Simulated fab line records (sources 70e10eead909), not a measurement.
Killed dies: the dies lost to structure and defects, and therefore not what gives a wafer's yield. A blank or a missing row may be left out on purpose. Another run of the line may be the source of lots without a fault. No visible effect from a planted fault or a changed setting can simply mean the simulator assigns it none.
Problem report in the 8D (eight disciplines) form, filled by code -- flow nandHarc -- the parts of the form that need people (team, actions taken, sign-off) are left out

== 1. WHAT IS WRONG ==
At NHARC_A_BLC_CD_MEAS_10, cdNm averages 89.9 nm over 6 wafers from 2 lots, while fault-free wafers read 100.1 nm, standard deviation 0.52. Measured from the usual mean, that is -20 standard deviations.
The step: target cd 100 nm.
The first sign was on wafer L464.1 at day 20 10:13, on cdSem-02. The record holds 36 wafers of 12 lots with a number at this step. Rule for "out" (also "out of limits"): further than 4 standard deviations from the usual mean. Any other wafer with a number is counted as sound.

== 2. WHAT IT IS, AND WHAT IT ISN'T ==
question,is,is not
which readings at this step,cdNm,-
which lots,"L464, L467","L453, L454, L455, L456, L465, L468, L469, L473, L475, L476"
which wafers of those lots,all that have a number,-
read on which gauges,"cdSem-02, cdSem-03",cdSem-01
when,from day 20 10:13,"up to then (12 sound wafers); but 18 sound wafers of L465, L468, L469, L473, L475, L476 came after"

== 3. THE SUSPECTS, EACH WITH WHAT RULES IT OUT ==
Counting: a tool at any process step up to the reading remains a suspect when it ran all the lots that are out and ran no sound lot after the first of those.
- ruled out: the gauge at NHARC_A_BLC_CD_MEAS_10. The wafers that are out were read on 2 gauges (cdSem-02, cdSem-03).
- lithoTrack-01 at NHARC_A_BLC_PEB_08 (peb time 65 s): kept. All lots that are out passed through it, beginning with L464 at day 20 10:08, and no sound lot followed; its final sound lot before that point was L453 at day 17 16:46. Its own readings are out on those wafers: heaterPowerTotalW, plateTempC.
Remaining after the count: lithoTrack-01 at NHARC_A_BLC_PEB_08.

== 4. THE CAUSE (what the simulator had put in) ==
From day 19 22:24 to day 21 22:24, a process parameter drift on lithoTrack-01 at NHARC_A_BLC_PEB_08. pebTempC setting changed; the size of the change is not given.
This tool alone remained once counting was done.

== 5. SEQUENCE OF EFFECTS, ordered by route ==
Each row: a reading where the mean over the struck wafers with a number is more than 3 standard deviations away from the usual. Scope: only readings with a usual standard deviation given in the record; hours: median across lots of the time from each lot's start at the first step in this table that gives one to its start at this step; sigmas: change in usual standard deviations.
hours,step,reading,usual,on struck wafers,change,sigmas
0,NHARC_A_BLC_PEB_08,heaterPowerTotalW,156.7 W,150.2,-6.5,-16
0,NHARC_A_BLC_PEB_08,plateTempC,100.01 C,97.14,-2.87,-21
0,NHARC_A_BLC_CD_MEAS_10,cdNm,100.1 nm,89.9,-10.2,-20
It contains these process steps:
- NHARC_A_BLC_PEB_08: peb time 65 s.
At these later measuring or inspecting steps, every struck wafer for which the step has a row has a number for every such reading, and none has moved that far: NHARC_END_SORT_01.

== 6. WHAT WOULD HAVE CAUGHT IT SOONER ==
The first out-of-limits reading at a measuring or inspecting step in this record came at day 20 10:13, 12 hours after the fault's start at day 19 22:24.
The tool's own readings at NHARC_A_BLC_PEB_08 were out on every struck wafer that the step has a row for (heaterPowerTotalW, plateTempC): an alarm limit on them would have fired on the first of those.
Of the lots that are out (2), L467 began NHARC_A_BLC_PEB_08 on lithoTrack-01 after day 20 10:13. A tool hold placed at that time would have kept it from harm.
